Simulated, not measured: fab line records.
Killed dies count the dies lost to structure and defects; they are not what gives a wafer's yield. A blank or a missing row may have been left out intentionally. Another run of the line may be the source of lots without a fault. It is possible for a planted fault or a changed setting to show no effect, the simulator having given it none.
Matching of chambers :: flow nand-harc :: ald-hk-02 running NHARC_A_STAIRCASE_ALD_420: 4 sister chambers
The step deposits SiO2, target thk 20 nm, pulse time 6 s, ald cycles 200. 4 wafers are shown with their chamber, then 8 later ones without.

WAFERS WITH THEIR CHAMBER
wafer: L087.1
chamber: 2
heater-power-w (W): 516

wafer: L091.2
chamber: 0
heater-power-w (W): 445

wafer: L091.6
chamber: 3
heater-power-w (W): 414

wafer: L090.1
chamber: 1
heater-power-w (W): 489

WAFERS MISSING THEIR CHAMBER
wafer: L090.2
heater-power-w (W): 507

wafer: L090.6
heater-power-w (W): 450

wafer: L094.1
heater-power-w (W): 525

wafer: L094.2
heater-power-w (W): 495

wafer: L094.4
heater-power-w (W): 399

wafer: L096.1
heater-power-w (W): 505

wafer: L096.3
heater-power-w (W): 505

wafer: L096.4
heater-power-w (W): 401

THE CHAMBER EACH PASSED THROUGH
wafer: L090.2
from the rows above: can't be placed: 2 or 1
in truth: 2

wafer: L090.6
from the rows above: 0
in truth: 0

wafer: L094.1
from the rows above: 2
in truth: 2

wafer: L094.2
from the rows above: can't be placed: 1 or 2
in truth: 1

wafer: L094.4
from the rows above: 3
in truth: 3

wafer: L096.1
from the rows above: can't be placed: 2 or 1
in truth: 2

wafer: L096.3
from the rows above: can't be placed: 2 or 1
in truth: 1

wafer: L096.4
from the rows above: 3
in truth: 3
Correct placement for 4 of the 8. Unplaceable from these rows: 4, with the true chamber sitting among the candidates in 4. 0 placed wrongly.
How it was worked out, from the rows above alone: a wafer's distance from a chamber is the root of the sum, over the readings, of the square of ((its reading less the chamber's mean) divided by the reading's scatter). The wafer belongs to the nearest chamber; if the next one is less than 2 further off, it can't be placed. Each chamber's mean is taken over the wafers shown for it. The scatter: with one shown wafer a chamber, the root of the mean of the squares of how far each hidden wafer lies from its nearest shown one.
